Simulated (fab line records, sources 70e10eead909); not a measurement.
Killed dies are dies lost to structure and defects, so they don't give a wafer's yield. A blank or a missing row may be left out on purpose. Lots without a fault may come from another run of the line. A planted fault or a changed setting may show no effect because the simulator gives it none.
Chamber matching | flow nand_harc | NHARC_A_CONTACT_DEP_58 on pecvd-03: 3 sister chambers
The step deposits SiON, target thk 90 nm. 3 wafers are shown with their chamber, then 8 later ones without.

WAFERS WITH THEIR CHAMBER
wafer  | chamber | heater_power_w (W)
L082.4 | 0       | 701
L087.6 | 1       | 778
L091.2 | 2       | 569

WAFERS WITHOUT THEIR CHAMBER
wafer  | heater_power_w (W)
L091.5 | 554
L091.6 | 687
L096.1 | 657
L096.2 | 588
L096.4 | 659
L094.1 | 786
L094.3 | 545
L094.5 | 542

WHICH CHAMBER EACH WENT THROUGH
wafer  | from the rows above     | in truth
L091.5 | 2                       | 2
L091.6 | 0                       | 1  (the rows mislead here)
L096.1 | can't be placed: 0 or 2 | 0
L096.2 | 2                       | 2
L096.4 | can't be placed: 0 or 2 | 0
L094.1 | 1                       | 1
L094.3 | 2                       | 2
L094.5 | 2                       | 2
Placed correctly: 5 of 8. Can't be placed from these rows: 2 (the true chamber is among the candidates in 2). Placed wrongly: 1.
How it was worked out, from the rows above alone: a wafer's distance from a chamber is the root of the sum, over the readings, of the square of ((its reading less the chamber's mean) divided by the reading's scatter). The wafer belongs to the nearest chamber; if the next one is less than 2 further off, it can't be placed. A chamber's mean is the mean of its shown wafers. The scatter: with one shown wafer a chamber, the root of the mean of the squares of how far each hidden wafer lies from its nearest shown one.
